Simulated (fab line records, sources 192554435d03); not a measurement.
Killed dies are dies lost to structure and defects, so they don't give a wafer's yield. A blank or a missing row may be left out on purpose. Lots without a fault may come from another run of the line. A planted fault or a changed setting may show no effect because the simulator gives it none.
Chamber matching | flow n5_finfet | N5_FIN_CUT_CUT_ETCH_28 on rie_si-06: 4 sister chambers
The step etches Si in HBr/Cl2/O2, target depth 6 nm, time 2.4 s. 4 wafers are shown with their chamber, then 8 later ones without.

WAFERS WITH THEIR CHAMBER
wafer  | chamber | throttle_valve_pct (%)
L084.3 | 3       | 37.59
L084.6 | 1       | 36.72
L090.3 | 2       | 37.17
L093.1 | 0       | 37.53

WAFERS WITHOUT THEIR CHAMBER
wafer  | throttle_valve_pct (%)
L093.4 | 37.59
L093.5 | 37.53
L094.2 | 36.72
L094.3 | 37.20
L094.4 | 37.52
L096.2 | 37.19
L096.3 | 36.73
L096.6 | 37.52

WHICH CHAMBER EACH WENT THROUGH
wafer  | from the rows above | in truth
L093.4 | 3                   | 3
L093.5 | 0                   | 0
L094.2 | 1                   | 1
L094.3 | 2                   | 2
L094.4 | 0                   | 0
L096.2 | 2                   | 2
L096.3 | 1                   | 1
L096.6 | 0                   | 0
Placed correctly: 8 of 8. Can't be placed from these rows: 0. Placed wrongly: 0.
How it was worked out, from the rows above alone: a wafer's distance from a chamber is the root of the sum, over the readings, of the square of ((its reading less the chamber's mean) divided by the reading's scatter). The wafer belongs to the nearest chamber; if the next one is less than 2 further off, it can't be placed. A chamber's mean is the mean of its shown wafers. The scatter: with one shown wafer a chamber, the root of the mean of the squares of how far each hidden wafer lies from its nearest shown one.
